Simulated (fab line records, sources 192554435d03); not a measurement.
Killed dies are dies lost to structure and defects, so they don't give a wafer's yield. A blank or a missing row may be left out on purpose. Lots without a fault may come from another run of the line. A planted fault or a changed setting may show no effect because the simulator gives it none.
A struck lot beside a sound one | flow n5_finfet | 15 steps out of a route of 1938
Sound: wafers L618.1, L618.3, L618.6. Struck: wafer L624.6. (L624.1, L624.3 of the same lot were not struck and are left out.) The cause comes at the end.
At each step with rows: each side's tool, then ch and its chambers, then its first start. Under that, the readings that differ: sound wafers | struck wafers | difference of the means | sigmas: that difference in standard deviations of wafers without a fault.
alike: readings whose means differ by less than 2 such deviations, and words and numbers that are the same on both sides. not compared: withheld readings, readings that some wafer has no value for, bounds like >300 that may hide the same value, and numbers for which the record gives no deviation and whose values overlap.
The two part at a step that has a row with sigmas, a row that says differs or no value, or rows on one side only. Numbers that don't overlap but have no deviation are shown without sigmas and don't part them. A reading that every wafer of one side lacks parts them only if that side has two wafers or more.

N5_BEOL_M1_ETCH_41: etches SiCN in CH3F/O2, target depth 31.9 nm, time 57.8 s.
  sound on rie_diel-01 ch 1,3; struck on rie_diel-02 ch 1
  alike: chamber_pressure_mTorr, drypump_motor_current_A, mfc_ar_sccm, oes_product_au, rf_fwd_power_W, rf_vpp_V, showerhead_plenum_p_Torr, throttle_valve_pct
  not compared: rf_hours_counter_h
N5_BEOL_M1_STRIP_97: strips in N2/H2, time 10 s.
  sound on rie_diel-01 ch 1,3; struck on rie_diel-02 ch 1
  reading               | sound          | struck | difference | sigmas
  oes_product_au (a.u.) | 0.76 0.83 0.77 | 0.97   | +0.18      | +2
  alike: chamber_pressure_mTorr, drypump_motor_current_A, rf_vpp_V, showerhead_plenum_p_Torr, throttle_valve_pct
  not compared: rf_hours_counter_h
N5_BEOL_M1_OCD_MEAS_38:
  sound on ocd-01, day 7 11:32; struck on ocd-01, day 9 04:19
  alike: trench_depth_nm
then, 4 steps without rows for these wafers: N5_BEOL_M1_HM_STRIP_39 (strips TiN in peroxide tin strip, target depth 25 nm, time 158 s); N5_BEOL_M1_SRD_40 (time 30 s); N5_BEOL_M1_PRECLEAN_42 (cleans in residue remover, time 60 s); N5_BEOL_M1_SRD_43 (time 30 s).
N5_BEOL_M1_CD_MEAS_35: target cd 18 nm, target cd y 21 nm.
  sound on cd_sem-03, day 7 11:42; struck on cd_sem-03, day 9 04:28
  alike: cd_nm
then, 1 step without rows for these wafers: N5_BEOL_M1_DEGAS_44 (time 60 s).
N5_BEOL_M1_PRE_CLEAN_45: time 30 s.
  sound on pvd_sputter-02, day 7 11:55; struck on pvd_sputter-01, day 9 04:38
  alike: heater_power_w, susceptor_temp_C
N5_BEOL_M1_ALD_84: deposits TaN, pulse time 2 s, purge time 3 s, co reactant purge time 2 s.
  sound on ald_metal-01 ch 0,1, day 7 12:01; struck on ald_metal-04 ch 3, day 9 04:44
  reading            | sound       | struck | difference | sigmas
  heater_power_w (W) | 445 415 409 | 483    | +60        | +2
  alike: precursor_vessel_temp_c, susceptor_temp_C
then, 1 step without rows for these wafers: N5_BEOL_M1_SURFACE_TREAT_85.
N5_BEOL_M1_CVD_47: deposits Co from CCTBA/H2, target thk 3 nm, time 223.8 s.
  sound on cvd_co-01 ch 0,1, day 7 12:20; struck on cvd_co-02 ch 2, day 9 05:02
  reading          | sound             | struck | difference | sigmas
  run_length_s (s) | 246.9 247.4 246.9 | 313.1  | +66.0      | +99 or more
N5_BEOL_M1_SPUTTER_48: material Cu, target thk 4.5 nm, time 8.29 s.
  sound on pvd_sputter-03, day 7 12:33; struck on pvd_sputter-03, day 9 05:14
  alike: chuck_gas_flow_sccm, susceptor_temp_C, throttle_valve_pct
N5_BEOL_M4_RC_MEAS_101:
  sound on prober-01 ch 0, day 9 07:56; struck on prober-01 ch 0, day 10 13:31
  reading       | sound                | struck | difference | sigmas
  ION_N (uA/um) | 682 702 681          | 669    | -19        | -2
  ION_P (uA/um) | 470 479 467          | 460    | -12        | -2
  VT_P (mV)     | -247.7 -245.4 -248.9 | -252.9 | -5.6       | -2
  alike: DIBL_N, DIBL_P, IOFF_N, IOFF_P, SS_N, SS_P, VT_N

WHERE THEY PART
First at N5_BEOL_M1_STRIP_97; last, within this record, at N5_BEOL_M4_RC_MEAS_101.

WHY: what the simulator had put in
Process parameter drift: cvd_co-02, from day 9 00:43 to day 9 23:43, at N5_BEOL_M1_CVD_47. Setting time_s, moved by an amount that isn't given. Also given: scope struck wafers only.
